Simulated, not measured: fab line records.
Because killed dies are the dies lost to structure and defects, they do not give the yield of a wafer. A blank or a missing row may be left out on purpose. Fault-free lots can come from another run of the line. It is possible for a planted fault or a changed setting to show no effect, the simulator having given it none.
Matching of chambers + flow n5-finfet + N5_BEOL_M6_ETCH_65 on rie-diel-05: 4 sister chambers
The step etches SiARC in CF4, target depth 15.6 nm, time 26 s. 14 wafers are shown with their chamber, then 7 later ones without.

WAFERS, EACH WITH ITS CHAMBER
| wafer  | chamber | showerhead-plenum-p-Torr (Torr) | rf-vpp-V (V) | throttle-valve-pct (%) |
|--------|---------|---------------------------------|--------------|------------------------|
| L078.1 | 2       | 2.20                            | 183.7        | 15.77                  |
| L078.3 | 1       | 2.12                            | 183.4        | 15.83                  |
| L078.6 | 1       | 2.12                            | 183.9        | 15.84                  |
| L077.1 | 2       | 2.20                            | 185.1        | 15.78                  |
| L077.4 | 2       | 2.20                            | 183.9        | 15.77                  |
| L077.5 | 1       | 2.12                            | 183.1        | 15.85                  |
| L079.1 | 2       | 2.20                            | 184.4        | 15.80                  |
| L079.4 | 2       | 2.20                            | 183.2        | 15.78                  |
| L079.6 | 1       | 2.12                            | 183.4        | 15.86                  |
| L087.1 | 3       | 2.29                            | 186.8        | 15.17                  |
| L087.2 | 2       | 2.19                            | 185.7        | 15.35                  |
| L087.4 | 2       | 2.19                            | 185.1        | 15.37                  |
| L089.1 | 0       | 2.02                            | 182.3        | 15.52                  |
| L089.2 | 2       | 2.19                            | 185.4        | 15.36                  |

SIGNATURES (means of the wafers above)
| reading                  | chamber 0 | chamber 1 | chamber 2 | chamber 3 | scatter within a chamber |
|--------------------------|-----------|-----------|-----------|-----------|--------------------------|
| showerhead-plenum-p-Torr | 2.0200    | 2.1200    | 2.1963    | 2.2900    | 0.00433                  |
| rf-vpp-V                 | 182.300   | 183.450   | 184.562   | 186.800   | 0.773                    |
| throttle-valve-pct       | 15.5200   | 15.8450   | 15.6225   | 15.1700   | 0.182                    |
Rule: a wafer lies at a distance from a chamber equal to the root of the sum of squares, over the readings, of (its reading less the chamber's mean, divided by the reading's scatter). The wafer belongs to the nearest chamber; if the next one is less than 2 further off, it can't be placed. The scatter: the root of (the sum of the squares of (reading less its chamber's mean) over the shown wafers, divided by (wafers less chambers)).

WAFERS WHOSE CHAMBER IS MISSING
| wafer  | showerhead-plenum-p-Torr (Torr) | rf-vpp-V (V) | throttle-valve-pct (%) |
|--------|---------------------------------|--------------|------------------------|
| L089.6 | 2.29                            | 185.1        | 15.18                  |
| L086.2 | 2.29                            | 185.3        | 15.19                  |
| L086.4 | 2.02                            | 182.7        | 15.54                  |
| L086.6 | 2.02                            | 182.1        | 15.53                  |
| L092.1 | 2.11                            | 184.0        | 15.91                  |
| L092.3 | 2.02                            | 182.8        | 15.54                  |
| L092.5 | 2.01                            | 183.6        | 15.55                  |

WHICH CHAMBER EACH ONE RAN IN
| wafer  | from the rows above | in truth |
|--------|---------------------|----------|
| L089.6 | 3                   | 3        |
| L086.2 | 3                   | 3        |
| L086.4 | 0                   | 0        |
| L086.6 | 0                   | 0        |
| L092.1 | 1                   | 1        |
| L092.3 | 0                   | 0        |
| L092.5 | 0                   | 0        |
Correctly placed: 7 of 7. Left unplaced by these rows: 0. Placed wrongly: 0.
